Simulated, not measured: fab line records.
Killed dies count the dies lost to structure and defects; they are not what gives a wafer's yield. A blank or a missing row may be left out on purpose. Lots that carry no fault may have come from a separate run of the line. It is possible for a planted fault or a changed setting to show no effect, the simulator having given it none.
A lot that was struck, set against a sound lot :: flow n5 finfet :: 44 out of 1938 route steps
Sound: wafers L504.3, L504.4, L504.6. Struck: wafer L521.1 (left out: L521.3, L521.5 of the same lot, which were not struck); the cause appears at the end.
For every step that has rows: the tool of each side, followed by ch and its chambers, followed by its first start. Under that, the readings that differ: sound wafers :: struck wafers :: difference of the means :: sigmas: that difference in standard deviations of wafers without a fault.
alike: readings whose means differ by less than 2 such deviations, and words and numbers that are the same on both sides. not compared: withheld readings, readings that some wafer has no value for, bounds like >300 that may hide the same value, and numbers for which the record gives no deviation and whose values overlap.
Wherever a step has rows on one side only, a row that says differs or no value, or a row with sigmas, the two part there. Numbers that have no deviation but don't overlap get no sigmas and don't part them. A reading missing from all wafers of one side parts the sides only when that side holds two or more wafers.

first, 2 steps without rows for these wafers: N5_PMOS_HMC_CHANNEL_EPI_SRD_25 (time 30 s); N5_PMOS_HMC_CHANNEL_EPI_EPI_26 (deposits Si from SiH4/H2, target thk 3.8 nm, time 22.7 s).
N5_PMOS_HMC_CHANNEL_EPI_INSPECT_30: inspects for defects (darkfield).
  sound on defect inspect-01 at day 2 08:03; struck on defect inspect-02 at day 6 14:46
  alike: raw defect count
then, 7 steps without rows for these wafers: N5_FIN_SAQP_PRECLEAN_42 (cleans in O3/DIW, time 60 s); N5_FIN_SAQP_PRECLEAN_00 (cleans in SC1, time 60 s); N5_FIN_SAQP_PRECLEAN_44 (cleans in SC2, time 45 s); N5_FIN_SAQP_SRD_01 (time 30 s); N5_FIN_SAQP_ALD_61 (deposits SiO2, target thk 4 nm, pulse time 1 s, purge time 2 s); N5_FIN_SAQP_DENSIFY_62 (time 60 s); N5_FIN_SAQP_HM_DEP_03 (deposits SiNx from SiH4/NH3/N2, target thk 38 nm, time 33.6 s).
N5_FIN_SAQP_THK_MEAS_05:
  sound on film metro-01 at day 2 09:05; struck on film metro-01 at day 6 15:45
  alike: thk nm
N5_FIN_SAQP_PECVD_47: deposits a-Si from SiH4/He, target thk 45 nm, time 36.3 s.
  sound on pecvd-04 ch 0,1, day 2 09:08; struck on pecvd-04 ch 1, day 6 15:47
  alike: heater power w, showerhead plenum p Torr, throttle valve pct
N5_FIN_SAQP_PECVD_48: deposits SiNx from SiH4/NH3/N2, target thk 25 nm, time 22.1 s.
  sound on pecvd-04 ch 0,1, day 2 09:11; struck on pecvd-04 ch 1, day 6 15:50
reading: heater power w (W)
sound: 584 903 919
struck: 537
difference: -265
sigmas: -2
  alike: showerhead plenum p Torr, throttle valve pct
then, 1 step without rows for these wafers: N5_FIN_SAQP_PECVD_06 (deposits a-Si from SiH4/He, target thk 60 nm, time 48.1 s).
N5_FIN_SAQP_THK_MEAS_07:
  sound on film metro-01 at day 2 09:21; struck on film metro-01 at day 6 15:58
  alike: thk nm
N5_FIN_SAQP_HM_DEP_72: deposits SiO2 from SiH4/N2O, target thk 12 nm, time 7.2 s.
  sound on pecvd-03 ch 1,2, day 2 09:23; struck on pecvd-03 ch 2, day 6 16:00
  alike: heater power w, showerhead plenum p Torr
then, 8 steps without rows for these wafers: N5_FIN_SAQP_COAT_49 (time 60 s, resist thk 100 nm); N5_FIN_SAQP_COAT_50 (time 60 s, resist thk 35 nm); N5_FIN_SAQP_COAT_10 (resist thk 90 nm); N5_FIN_SAQP_EBR_12; N5_FIN_SAQP_SOFTBAKE_11 (time 60 s); N5_FIN_SAQP_EXPOSE_13 (exposes mask FIN CORE, target cd 35.6 nm); N5_FIN_SAQP_PEB_14 (peb time 60 s); N5_FIN_SAQP_DEVELOP_15 (develop time 30 s).
N5_FIN_SAQP_CD_MEAS_16: target cd 35.6 nm.
  sound on cd sem-01 ch 0, day 2 09:43; struck on cd sem-03 ch 0, day 6 16:26
  alike: cd nm
N5_FIN_SAQP_OVL_MEAS_17:
  sound on overlay-02 ch 0, day 2 09:45; struck on overlay-02 ch 0, day 6 16:29
  alike: FIN_CORE_OVL
N5_FIN_SAQP_INSPECT_18: inspects for defects (brightfield).
  sound on defect inspect-01 at day 2 09:47; struck on defect inspect-02 at day 6 16:31
  alike: raw defect count
then, 1 step without rows for these wafers: N5_FIN_SAQP_DESCUM_21 (chemistry O2, time 7.9 s).
N5_FIN_SAQP_ETCH_51: etches SiARC in CF4, target depth 45.5 nm, time 75.8 s.
  sound on rie diel-02 ch 0,2,3, day 2 11:11; struck on rie diel-03 ch 2, day 6 16:34
  alike: drypump motor current A, etch rf on time s, oes product au, rf vpp V, showerhead plenum p Torr, throttle valve pct
  not compared: rf hours counter h
N5_FIN_SAQP_ETCH_52: etches SOC in N2/H2, target depth 100 nm, overetch 20 nm, time 150 s.
  sound on rie diel-02 ch 0,2,3, day 2 11:14; struck on rie diel-03 ch 2, day 6 16:38
  alike: drypump motor current A, oes product au, rf vpp V, showerhead plenum p Torr, throttle valve pct
  not compared: rf hours counter h
then, 9 steps without rows for these wafers: N5_FIN_SAQP_STRIP_53 (strips in N2/H2); N5_FIN_SAQP_HM_OPEN_73 (chemistry CHF3/O2, target SiO2, stops on a-Si, target depth 12 nm, time 16.8 s); N5_FIN_SAQP_STRIP_74 (strips in CHF3/O2); N5_FIN_SAQP_MANDREL_ETCH_22 (etches a-Si in HBr/Cl2, stops on SiNx, target depth 60 nm, bt time 10 s, time 30 s); N5_FIN_SAQP_STRIP_55 (strips in N2/H2); N5_FIN_SAQP_STRIP_23 (strips in SPM, time 750 s); N5_FIN_SAQP_SRD_66 (time 30 s); N5_FIN_SAQP_RECESS_75 (chemistry HF/NH3, target SiO2, target depth 14.4 nm, afs cycles 3, sublimation time 60 s); N5_FIN_SAQP_SPACER1_ALD_24 (deposits SiO2, target thk 20.3 nm, pulse time 1 s, purge time 2 s).
N5_FIN_SAQP_SPACER1_ETCHBACK_25: etches SiO2 in CHF3/O2, target depth 24.4 nm, time 12.2 s.
  sound on rie diel-02 ch 1,2,3, day 2 13:22; struck on rie diel-05 ch 0, day 6 18:20
  alike: CHF3_flow_sccm, drypump motor current A, oes product au, rf vpp V, showerhead plenum p Torr, throttle valve pct
  not compared: rf hours counter h
then, 1 step without rows for these wafers: N5_FIN_SAQP_MANDREL1_REMOVE_56 (chemistry HBr/Cl2/O2, target a-Si, stops on SiNx, bt time 10 s).
N5_FIN_SAQP_MANDREL_ETCH_58: etches a-Si in HBr/Cl2, stops on SiNx, target depth 45 nm, bt time 10 s, time 27 s.
  sound on rie si-06 ch 0,1,2, day 2 13:47; struck on rie si-06 ch 2, day 6 18:51
reading: oes product au (a.u.)
sound: 0.692 0.717 0.697
struck: 0.648
difference: -0.054
sigmas: -4
  alike: drypump motor current A, throttle valve pct
  not compared: rf hours counter h
-- record jumps: 7 days separate the struck wafers' starts on either side; left off in module FIN_SAQP, taken up again in module BEOL_M4, whose first shown step is the route's number 1111 --
N5_BEOL_M4_RC_MEAS_101:
  sound on prober-02 ch 0, day 10 06:19; struck on prober-02 ch 0, day 13 22:58
  alike: DIBL_N, DIBL_P, IOFF_N, IOFF_P, ION_N, ION_P, SS_N, SS_P, VT_N, VT_P
-- here the record skips 4 days between the struck wafers' starts before and after, leaving off in module BEOL_M4 and picking up in module PASSIVATION (first step shown: number 1936 of the route) --
N5_PASSIVATION_PROBE_49:
  rows exist in the record for the struck wafers here (prober-02, day 18 10:46), but not for the sound ones

WHERE THEY PART
First at N5_FIN_SAQP_PECVD_48; last, within this record, at N5_PASSIVATION_PROBE_49.

WHY: whatever the simulator had introduced
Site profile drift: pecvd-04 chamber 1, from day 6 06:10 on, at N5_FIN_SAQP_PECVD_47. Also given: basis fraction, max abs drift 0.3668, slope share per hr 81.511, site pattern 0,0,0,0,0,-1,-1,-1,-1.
